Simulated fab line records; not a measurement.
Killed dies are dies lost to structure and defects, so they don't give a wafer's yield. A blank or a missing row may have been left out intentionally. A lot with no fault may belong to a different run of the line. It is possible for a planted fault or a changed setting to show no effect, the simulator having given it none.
fab line records	flow n5_finfet
[record] lots = 7	wafers = 21
route steps=1938 shown BEOL_M9@1440 BEOL_M10@1470 BEOL_M11@1554 BEOL_M12@1605
start_h: start of the lot's first displayed wafer, in hours after the record's first day	wait_h: how many hours have passed since the lot's step before this one	" as in the row above	L1.1+2: several wafers, shown together as one row	- no value, or no start given	* or withheld: withheld	< > ~ a bound
route shown NAME@n: names a module that has steps shown in the file, with the first one's number in the route	usual: mean/standard deviation taken from wafers without a fault	same: alike in all rows	chamber/n: place in a boat	sites: the reading at each site	_std_site: their standard deviation	_edge_site: inner sites' mean taken away from outer sites' mean	radius_mm: how far each site lies from the wafer's centre	mask NAME#n: copy n	behind: the last tool/chamber to shape the wafer	hold: why the lot went on hold/how many hours it stayed there/how the hold came to an end	device: the transistor (n, p or np) that didn't switch	end of line: tests run on the same wafers once the route is complete	a step with no rows: only its recipe	killed: not the wafer's yield, but the dies lost to structure and defects at the first sort	map: a wafer's dies, x killed, . not, _ none there
set.NAME: the setting that was run; set.NAME@STEP: the one run at that earlier step	model.NAME: the simulator's own value behind a step, which no gauge read
lots run with intentionally changed settings; tables by step, rows by wafer
[[steps]]
[step N5_BEOL_M9_ETCH_66]
[recipe] chemistry = N2/H2	target = SOC	target_depth_a = 800	overetch_a = 160	mask_material = SiARC	temp_c = 40	time_s = 120	ion_energy_ev = 200	pressure_mtorr = 30	source_w = 840	bias_w = 150	n2_flow_sccm = 200	h2_flow_sccm = 200
lot.wafer	tool	chamber	start_h	wait_h	set.time_s	model.SiARC_of_BEOL_M9_COAT_64.thk_nm
L076.3+4	rie_diel-01	1,2	233.05	0.0	120	6.4
L076.6	"	3	"	"	120	6.2
L077.1+2+6	rie_diel-02	1,0,3	240.19	0.0	120	6.4
L081.2	rie_diel-03	2	240.37	0.0	120	6.4
L081.3+6	"	0	"	"	120	6.6
L080.1	rie_diel-01	2	243.01	0.0	120	6.2
L080.4+5	"	1	"	"	120	6.6
L079.2	rie_diel-03	0	243.08	0.0	120	6.6
L079.4	"	2	"	"	120	6.4
L079.6	"	0	"	"	110.1	7
L084.2	rie_diel-03	0	273.76	0.0	111.3	7
L084.4	"	2	"	"	111.3	6.8
L084.6	"	0	"	"	120	6.6
L085.1	rie_diel-02	1	289.63	0.0	143.2	5.6
L085.3	"	3	"	"	120	6.4
L085.6	"	1	"	"	120	6.6
[step N5_BEOL_M10_ILD_DEP_00]
[recipe] material = SiCOH_lowk	target_thk_a = 3085.1	temp_c = 300	precursor = DEMS/porogen	pressure_torr = 5	rf_w = 500	time_s = 58
lot.wafer	tool	chamber	start_h	wait_h	set.time_s	model.SiCOH_lowk_of_BEOL_M10_ILD_DEP_00.thk_nm
L076.3	pecvd-01	2	236.82	0.1	58	304.6
L076.4	"	0	"	"	58	309
L076.6	"	2	"	"	58	306.6
L077.1	pecvd-03	2	244.67	0.0	58	305
L077.2	"	1	"	"	58	305.8
L077.6	"	1	"	"	58	310.6
L081.2	pecvd-01	2	244.94	0.0	60.81	323.2
L081.3	"	0	"	"	58	308
L081.6	"	0	"	"	58	313
L080.1	pecvd-01	0	246.41	0.0	58	304.4
L080.4	"	0	"	"	65.49	347.8
L080.5	"	2	"	"	58	313.2
L079.2	pecvd-01	2	246.63	0.0	54.7	292
L079.4	"	0	"	"	58	310.2
L079.6	"	2	"	"	54.7	295.2
L084.2	pecvd-01	2	277.12	0.0	58	308.4
L084.4	"	0	"	"	58	309.6
L084.6	"	2	"	"	58	318.8
L085.1	pecvd-01	2	292.63	0.0	58	307.4
L085.3	"	2	"	"	58	313.6
L085.6	"	2	"	"	58	310
[step N5_BEOL_M10_CURE_71]
[recipe] temp_c = 385	time_s = 240	ambient = He/Ar	material = SiCOH_lowk
lot.wafer	tool	chamber	start_h	wait_h	set.time_s@BEOL_M10_ILD_DEP_00	model.SiCOH_lowk_of_BEOL_M10_ILD_DEP_00.thk_nm
L076.3	uv_cure-03	0	237.06	0.2	58	264.4
L076.4	"	0	"	"	58	268.4
L076.6	"	0	"	"	58	266.2
L077.1	uv_cure-02	0	244.75	0.0	58	265
L077.2	"	0	"	"	58	265.6
L077.6	"	0	"	"	58	269.8
L081.2	uv_cure-03	2	245.10	0.1	60.81	281
L081.3	"	2	"	"	58	267.4
L081.6	"	2	"	"	58	272
L080.1	uv_cure-03	0	246.49	0.0	58	264.4
L080.4	"	0	"	"	65.49	302.8
L080.5	"	0	"	"	58	272.2
L079.2	uv_cure-01	1	246.79	0.1	54.7	253.4
L079.4	"	1	"	"	58	269.4
L079.6	"	1	"	"	54.7	256.2
L084.2	uv_cure-03	0	277.35	0.2	58	267.8
L084.4	"	0	"	"	58	268.8
L084.6	"	0	"	"	58	277.2
L085.1	uv_cure-03	0	293.05	0.4	58	267
L085.3	"	0	"	"	58	272.4
L085.6	"	0	"	"	58	269.2
[step N5_BEOL_M10_THK_MEAS_01]
[recipe] reads = SiCOH_lowk_of_BEOL_M10_ILD_DEP_00
[usual] M10_ILD_THK = 269/3.8
lot.wafer	tool	chamber	start_h	wait_h	set.time_s@BEOL_M10_ILD_DEP_00	M10_ILD_THK[nm]
L076.3	film_metro-02	-	237.41	0.3	58	264
L076.4	"	-	"	"	58	268
L076.6	"	-	"	"	58	266
L077.1	film_metro-01	-	245.27	0.4	58	265
L077.2	"	-	"	"	58	266
L077.6	"	-	"	"	58	270
L081.2	film_metro-01	-	245.54	0.4	60.81	281
L081.3	"	-	"	"	58	267
L081.6	"	-	"	"	58	272
L080.1	film_metro-02	-	247.01	0.4	58	265
L080.4	"	-	"	"	65.49	303
L080.5	"	-	"	"	58	272
L079.2	film_metro-01	-	247.23	0.4	54.7	253
L079.4	"	-	"	"	58	269
L079.6	"	-	"	"	54.7	256
L084.2	film_metro-01	-	278.19	0.7	58	268
L084.4	"	-	"	"	58	269
L084.6	"	-	"	"	58	277
L085.1	film_metro-02	-	294.04	0.8	58	267
L085.3	"	-	"	"	58	272
L085.6	"	-	"	"	58	269
[step N5_BEOL_M10_PECVD_70]
[recipe] material = SiO2	target_thk_a = 200	temp_c = 400	precursor = TEOS/O2	pressure_torr = 5.5	rf_w = 450	teos_flow_sccm = 53.8	gas = O2	flow_sccm = 3000	time_s = 22.7
lot.wafer	tool	chamber	start_h	wait_h	set.temp_c	model.SiO2_of_BEOL_M10_PECVD_70.thk_nm
L076.3	pecvd-03	1	237.45	0.0	391.8	20.6
L076.4	"	2	"	"	400	20
L076.6	"	0	"	"	391.8	21.2
L077.1	pecvd-01	2	245.30	0.0	400	19.6
L077.2+6	"	1,0	"	"	400	20
L081.2	pecvd-01	1	245.57	0.0	400	20
L081.3	"	2	"	"	400	19.2
L081.6	"	2	"	"	400	20.2
L080.1	pecvd-04	1	247.05	0.0	400	20
L080.4+5	"	0,1	"	"	400	20.4
L079.2	pecvd-04	1	247.26	0.0	400	20.2
L079.4	"	2	"	"	400	20
L079.6	"	1	"	"	406.3	19.4
L084.2	pecvd-01	2	278.22	0.0	384	21.6
L084.4	"	0	"	"	400	20.2
L084.6	"	2	"	"	384	22
L085.1	pecvd-04	2	294.08	0.0	415.4	17.4
L085.3	"	0	"	"	415.4	17.6
L085.6	"	0	"	"	400	19.8
[step N5_BEOL_M10_HM_DEP_02]
[recipe] material = TiN	target_thk_a = 200	temp_c = 25	chamber_pressure_pa = 0.49996
[step N5_BEOL_M10_COAT_59]
[recipe] resist = SOC	temp_c = 250	time_s = 60	spin_rpm = 1500	resist_thk_nm = 100
[step N5_BEOL_M10_STRIP_77]
[recipe] chemistry = N2/H2	time_s = 10	power_w = 450	temp_c = 40	pressure_mtorr = 20	rf_frequency_hz = 6e+07	bias_power_w = 7	n2_flow_sccm = 200	h2_flow_sccm = 200
[step N5_BEOL_M10_HM_STRIP_39]
[recipe] chemistry = peroxide_tin_strip	material = TiN	target_depth_a = 250	temp_c = 50	time_s = 158
lot.wafer	tool	chamber	start_h	wait_h	set.temp_c@BEOL_M10_PECVD_70	model.SiO2_of_BEOL_M10_PECVD_70.thk_nm
L076.3	wet_bench-01	2	240.73	0.0	391.8	20.4
L076.4	"	7	"	"	400	19.8
L076.6	"	0	"	"	391.8	21
L080.1	wet_bench-02	3	250.86	0.0	400	19.8
L080.4+5	"	4,5	"	"	400	20.2
L077.1	wet_bench-04	3	251.03	0.0	400	19.4
L077.2+6	"	2,1	"	"	400	19.8
L079.2	wet_bench-01	3	251.84	0.0	400	20
L079.4	"	7	"	"	400	19.8
L079.6	"	5	"	"	406.3	19.2
L081.2	wet_bench-01	6	252.55	0.0	400	19.8
L081.3	"	7	"	"	400	19.2
L081.6	"	3	"	"	400	20
L084.2	wet_bench-04	0	282.54	0.0	384	21.4
L084.4	"	5	"	"	400	20
L084.6	"	6	"	"	384	22
L085.1	wet_bench-02	3	299.83	0.0	415.4	17.2
L085.3	"	2	"	"	415.4	17.4
L085.6	"	7	"	"	400	19.6
[step N5_BEOL_M11_ETCH_62]
[recipe] chemistry = N2/H2	target = SOC	target_depth_a = 1100	overetch_a = 220	mask_material = SiARC	temp_c = 40	time_s = 165	ion_energy_ev = 200	pressure_mtorr = 30	source_w = 840	bias_w = 150	n2_flow_sccm = 200	h2_flow_sccm = 200
lot.wafer	tool	chamber	start_h	wait_h	set.time_s	model.SiARC_of_BEOL_M11_COAT_60.thk_nm
L076.3	rie_diel-01	0	247.78	0.0	165	23.8
L076.4	"	1	"	"	165	23.6
L076.6	"	1	"	"	191.3	22.6
L080.1	rie_diel-01	1	257.08	0.0	151.3	24.2
L080.4	"	2	"	"	151.3	24
L080.5	"	2	"	"	165	23.4
L077.1+6	rie_diel-02	0	257.27	0.0	165	23.8
L077.2	"	1	"	"	165	23.6
L079.2+6	rie_diel-01	2	257.57	0.0	201.5	22
L079.4	"	0	"	"	165	24
L081.2	rie_diel-02	0	261.34	0.0	200.1	22.2
L081.3+6	"	1	"	"	165	23.6
L084.2	rie_diel-03	3	287.08	0.0	151	24
L084.4	"	0	"	"	151	24.4
L084.6	"	2	"	"	165	23.4
L085.1	rie_diel-01	1	304.18	0.0	146.5	24.2
L085.3	"	2	"	"	165	23.4
L085.6	"	1	"	"	165	23.6
[step N5_BEOL_M11_STRIP_68]
[recipe] chemistry = N2/H2	temp_c = 40	n2_flow_sccm = 200	h2_flow_sccm = 200	rf_frequency_hz = 6e+07
[step N5_BEOL_M11_STRIP_67]
[recipe] chemistry = CF4	resist = SiARC	power_w = 300	bias_power_w = 75	pressure_mtorr = 50	cf4_flow_sccm = 150	rf_frequency_hz = 6e+07
[step N5_BEOL_M11_HM_OPEN_17]
[recipe] chemistry = Cl2/BCl3	target_depth_a = 200	overetch_a = 60	target = TiN	mask_material = SOC	ion_energy_ev = 150	pressure_mtorr = 10	icp_w = 1000	bias_w = 126	Cl2_flow_sccm = 53.25	bcl3_flow_sccm = 21.75	Ar_flow_sccm = 25
lot.wafer	tool	chamber	start_h	wait_h	set.time_s@BEOL_M11_ETCH_62	model.etch.depth_nm
L076.3	rie_metal-01	1	248.00	0.1	165	20.49
L076.4	"	0	"	"	165	20.09
L076.6	"	1	"	"	191.3	18.04
L080.1	rie_metal-03	0	257.27	0.0	151.3	20.49
L080.4	"	1	"	"	151.3	20.7
L080.5	"	1	"	"	165	20.28
L077.1	rie_metal-01	0	257.46	0.0	165	20.35
L077.2	"	1	"	"	165	20.21
L077.6	"	0	"	"	165	20.2
L079.2	rie_metal-02	0	257.75	0.0	201.5	16.72
L079.4	"	0	"	"	165	20.27
L079.6	"	1	"	"	201.5	16.31
L081.2	rie_metal-01	1	261.53	0.0	200.1	16.83
L081.3	"	1	"	"	165	19.84
L081.6	"	0	"	"	165	19.61
L084.2	rie_metal-02	0	287.26	0.0	151	20.03
L084.4	"	0	"	"	151	20.07
L084.6	"	1	"	"	165	20.32
L085.1	rie_metal-02	0	304.37	0.0	146.5	20.23
L085.3	"	0	"	"	165	20.17
L085.6	"	1	"	"	165	20.04
[step N5_BEOL_M11_COAT_22]
[recipe] resist = CAR-ArF	spin_rpm = 1500	resist_thk_nm = 90
lot.wafer	tool	chamber	start_h	wait_h	set.spin_rpm	model.CAR-ArF_of_BEOL_M11_COAT_22.thk_nm
L076.3+6	litho_track-03	0	-	-	1379	93.6
L076.4	"	0	"	"	1500	89.8
L077.1	litho_track-03	0	-	-	1500	90.2
L077.2	"	0	"	"	1500	89.8
L077.6	"	0	"	"	1500	90
L080.1	litho_track-04	0	-	-	1357	94.8
L080.4	"	0	"	"	1500	90.4
L080.5	"	0	"	"	1500	90
L079.2+4	litho_track-02	0	-	-	1500	89.8
L079.6	"	0	"	"	1500	89.6
L081.2	litho_track-04	0	-	-	1500	89.8
L081.3	"	0	"	"	1361	93.6
L081.6	"	0	"	"	1361	93.8
L084.2+4	litho_track-02	0	-	-	1500	90.6
L084.6	"	0	"	"	1500	90.4
L085.1+3	litho_track-02	0	-	-	1500	89.8
L085.6	"	0	"	"	1601	87.2
[step N5_BEOL_M12_COAT_04]
[recipe] spin_rpm = 1625	resist_thk_nm = 400
lot.wafer	tool	chamber	start_h	wait_h	set.spin_rpm	model.coat_of_BEOL_M12_COAT_04.thk_nm
L076.3	litho_track-01	0	-	-	1625	399
L076.4	"	0	"	"	1733	385.2
L076.6	"	0	"	"	1733	386.8
L080.1	litho_track-05	0	-	-	1796	382.8
L080.4	"	0	"	"	1796	381
L080.5	"	0	"	"	1625	400.6
L077.1+2	litho_track-05	0	-	-	1625	399.6
L077.6	"	0	"	"	1625	399.4
L079.2	litho_track-03	0	-	-	1729	388
L079.4	"	0	"	"	1729	389.2
L079.6	"	0	"	"	1625	400.2
L081.2+6	litho_track-01	0	-	-	1625	399.2
L081.3	"	0	"	"	1687	392.6
L084.2	litho_track-03	0	-	-	1625	399.6
L084.4	"	0	"	"	1625	401.2
L084.6	"	0	"	"	1625	400
L085.1	litho_track-03	0	-	-	1499	419.4
L085.3	"	0	"	"	1625	401.8
L085.6	"	0	"	"	1499	419
[step N5_BEOL_M12_EBR_06]
[recipe] solvent = PGMEA	ebr_width_mm = 1.5
[step N5_BEOL_M12_SOFTBAKE_05]
[recipe] temp_c = 130	time_s = 60
[step N5_BEOL_M12_DESCUM_15]
[recipe] chemistry = O2	time_s = 7.9	source_power_w = 50	bias_power_w = 20	pressure_mtorr = 20	rf_frequency_hz = 2.712e+07	temp_c = 40	o2_flow_sccm = 225
[step N5_BEOL_M12_ETCH_59]
[recipe] chemistry = N2/H2	target = BARC	target_depth_a = 890	overetch_a = 267	time_s = 67.9	ion_energy_ev = 200	pressure_mtorr = 30	source_w = 840	bias_w = 150	n2_flow_sccm = 200	h2_flow_sccm = 200
[step N5_BEOL_M12_VIA_ETCH_16]
[recipe] chemistry = C4F8/O2/Ar	target = SiOC	pressure_mtorr = 30	source_w = 3000	bias_w = 700	Ar_flow_sccm = 400	C4F8_flow_sccm = 15	O2_flow_sccm = 8	he_inner_torr = 15	he_outer_torr = 30	target_depth_a = 7248	time_s = withheld	ion_energy_ev = 250	ends = cleared
lot.wafer	tool	chamber	start_h	wait_h	set.spin_rpm@BEOL_M12_COAT_04	model.coat_of_BEOL_M12_COAT_04.thk_nm
L076.3	rie_diel-04	2	258.48	0.0	1625	124
L076.4	"	1	"	"	1733	104.6
L076.6	"	1	"	"	1733	105.4
L080.1	rie_diel-05	3	263.60	0.0	1796	104.2
L080.4	"	2	"	"	1796	103.8
L080.5	"	3	"	"	1625	114
L077.1	rie_diel-05	2	263.87	0.0	1625	124
L077.2	"	0	"	"	1625	122
L077.6	"	0	"	"	1625	121.6
L079.2	rie_diel-05	3	265.27	0.0	1729	105.4
L079.4	"	0	"	"	1729	109.2
L079.6	"	3	"	"	1625	115.4
L081.2	rie_diel-05	0	268.93	0.0	1625	124.8
L081.3	"	1	"	"	1687	113.2
L081.6	"	1	"	"	1625	116.8
L084.2	rie_diel-06	1	293.64	0.0	1625	122.4
L084.4	"	3	"	"	1625	120.2
L084.6	"	3	"	"	1625	117.2
L085.1	rie_diel-04	0	309.33	0.0	1499	145
L085.3	"	3	"	"	1625	128.2
L085.6	"	0	"	"	1499	142.4
[step N5_BEOL_M12_STRIP_63]
[recipe] chemistry = N2/H2	power_w = 1000	temp_c = 250	h2_frac = 0.65	overash_fraction = 0.3	pressure_mtorr = 1000	n2_flow_sccm = 1750	h2_flow_sccm = 3250
[usual] strip_time_to_endpoint_s = 42.2/0.98
lot.wafer	tool	chamber	start_h	wait_h	set.spin_rpm@BEOL_M12_COAT_04	strip_time_to_endpoint_s
L076.3	plasma_asher-02	0	258.70	-	1625	42.8
L076.4	"	1	"	"	1733	37.5
L076.6	"	1	"	"	1733	37.7
L080.1	plasma_asher-02	0	263.80	-	1796	37.4
L080.4	"	0	"	"	1796	37.3
L080.5	"	0	"	"	1625	40.1
L077.1	plasma_asher-01	1	264.07	-	1625	42.8
L077.2	"	0	"	"	1625	42.2
L077.6	"	1	"	"	1625	42.1
L079.2	plasma_asher-01	0	265.46	-	1729	37.7
L079.4	"	1	"	"	1729	38.8
L079.6	"	1	"	"	1625	40.4
L081.2	plasma_asher-01	0	269.13	-	1625	42.9
L081.3	"	0	"	"	1687	39.8
L081.6	"	0	"	"	1625	40.8
L084.2	plasma_asher-01	0	293.84	-	1625	42.4
L084.4	"	1	"	"	1625	41.7
L084.6	"	1	"	"	1625	40.9
L085.1	plasma_asher-02	0	309.53	-	1499	48.3
L085.3	"	1	"	"	1625	43.9
L085.6	"	0	"	"	1499	47.7
[step N5_BEOL_M12_TRENCH_ETCH_34]
[recipe] chemistry = C4F8/O2/Ar	target = SiOC	target_depth_a = 3189.5	mask_material = SOC	pressure_mtorr = 30	source_w = 3000	bias_w = 700	Ar_flow_sccm = 400	C4F8_flow_sccm = 15	O2_flow_sccm = 8	he_inner_torr = 15	he_outer_torr = 30	time_s = 125.5	ion_energy_ev = 250
lot.wafer	tool	chamber	start_h	wait_h	set.time_s	model.etch.depth_nm
L076.3	rie_diel-05	3	259.79	0.0	152.3	390.3
L076.4	"	0	"	"	152.3	382.8
L076.6	"	2	"	"	125.5	319.8
L080.1	rie_diel-05	2	264.91	0.0	125.5	317
L080.4	"	2	"	"	125.5	318.9
L080.5	"	0	"	"	100.7	253.3
L077.1	rie_diel-06	2	265.18	0.0	125.5	327
L077.2	"	1	"	"	125.5	316.6
L077.6	"	1	"	"	125.5	314.3
L079.2	rie_diel-04	2	266.57	0.0	125.5	308.5
L079.4	"	3	"	"	142.1	353.4
L079.6	"	0	"	"	125.5	314.5
L081.2	rie_diel-04	2	270.11	0.0	112.2	279.4
L081.3	"	1	"	"	112.2	283.3
L081.6	"	2	"	"	125.5	311.3
L084.2	rie_diel-05	0	294.82	0.0	125.5	317.5
L084.4	"	1	"	"	145.3	371
L084.6	"	0	"	"	125.5	317.7
L085.1	rie_diel-04	1	310.56	0.0	125.5	317.4
L085.3	"	0	"	"	125.5	318.9
L085.6	"	0	"	"	148.9	376.7
[step N5_BEOL_M12_STRIP_70]
[recipe] chemistry = C4F8/O2/Ar	resist = SiARC	rf_frequency_hz = 6e+07
[step N5_BEOL_M12_OCD_MEAS_35]
[usual] trench_depth_nm = 319/4.2
lot.wafer	tool	chamber	start_h	wait_h	set.time_s@BEOL_M12_TRENCH_ETCH_34	trench_depth_nm
L076.3	ocd-01	-	259.95	0.0	152.3	390
L076.4	"	-	"	"	152.3	383
L076.6	"	-	"	"	125.5	320
L080.1	ocd-02	-	265.07	0.0	125.5	317
L080.4	"	-	"	"	125.5	319
L080.5	"	-	"	"	100.7	253
L077.1	ocd-02	-	265.33	0.0	125.5	327
L077.2	"	-	"	"	125.5	317
L077.6	"	-	"	"	125.5	315
L079.2	ocd-01	-	266.74	0.0	125.5	308
L079.4	"	-	"	"	142.1	353
L079.6	"	-	"	"	125.5	314
L081.2	ocd-01	-	270.27	0.0	112.2	280
L081.3	"	-	"	"	112.2	282
L081.6	"	-	"	"	125.5	311
L084.2	ocd-01	-	294.98	0.0	125.5	318
L084.4	"	-	"	"	145.3	371
L084.6	"	-	"	"	125.5	318
L085.1	ocd-01	-	310.71	0.0	125.5	317
L085.3	"	-	"	"	125.5	319
L085.6	"	-	"	"	148.9	377
[[key]]
[split] step = N5_BEOL_M9_ETCH_66	setting = time_s	stated = 120	by = wafer
[response] step = N5_BEOL_M9_ETCH_66	reading = model.SiARC_of_BEOL_M9_COAT_64.thk_nm	change = -0.0479	per = 1%	r = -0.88
[split] step = N5_BEOL_M10_ILD_DEP_00	setting = time_s	stated = 58	by = wafer
[response] step = N5_BEOL_M10_ILD_DEP_00	reading = model.SiCOH_lowk_of_BEOL_M10_ILD_DEP_00.thk_nm	change = +2.96	per = 1%	r = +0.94
[response] step = N5_BEOL_M10_CURE_71	reading = model.SiCOH_lowk_of_BEOL_M10_ILD_DEP_00.thk_nm	change = +2.62	per = 1%	r = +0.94
[response] step = N5_BEOL_M10_THK_MEAS_01	reading = M10_ILD_THK	change = +2.62	per = 1%	r = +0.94
[split] step = N5_BEOL_M10_PECVD_70	setting = temp_c	stated = 400	by = wafer
[response] step = N5_BEOL_M10_PECVD_70	reading = model.SiO2_of_BEOL_M10_PECVD_70.thk_nm	change = -0.485	per = 1%	r = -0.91
[response] step = N5_BEOL_M10_HM_STRIP_39	reading = model.SiO2_of_BEOL_M10_PECVD_70.thk_nm	change = -0.496	per = 1%	r = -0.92
[split] step = N5_BEOL_M11_ETCH_62	setting = time_s	stated = 165	by = wafer
[response] step = N5_BEOL_M11_ETCH_62	reading = model.SiARC_of_BEOL_M11_COAT_60.thk_nm	change = -0.0766	per = 1%	r = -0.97
[response] step = N5_BEOL_M11_HM_OPEN_17	reading = model.etch.depth_nm	change = -0.125	per = 1%	r = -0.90
[split] step = N5_BEOL_M11_COAT_22	setting = spin_rpm	stated = 1500	by = wafer
[response] step = N5_BEOL_M11_COAT_22	reading = model.CAR-ArF_of_BEOL_M11_COAT_22.thk_nm	change = -0.446	per = 1%	r = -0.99
[split] step = N5_BEOL_M12_COAT_04	setting = spin_rpm	stated = 1625	by = wafer
[response] step = N5_BEOL_M12_COAT_04	reading = model.coat_of_BEOL_M12_COAT_04.thk_nm	change = -1.91	per = 1%	r = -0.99
[response] step = N5_BEOL_M12_VIA_ETCH_16	reading = model.coat_of_BEOL_M12_COAT_04.thk_nm	change = -1.6	per = 1%	r = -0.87
[response] step = N5_BEOL_M12_STRIP_63	reading = strip_time_to_endpoint_s	change = *	per = 1%	r = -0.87
[split] step = N5_BEOL_M12_TRENCH_ETCH_34	setting = time_s	stated = 125.5	by = wafer
[response] step = N5_BEOL_M12_TRENCH_ETCH_34	reading = model.etch.depth_nm	change = +3.18	per = 1%	r = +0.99
[response] step = N5_BEOL_M12_OCD_MEAS_35	reading = trench_depth_nm	change = +3.18	per = 1%	r = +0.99
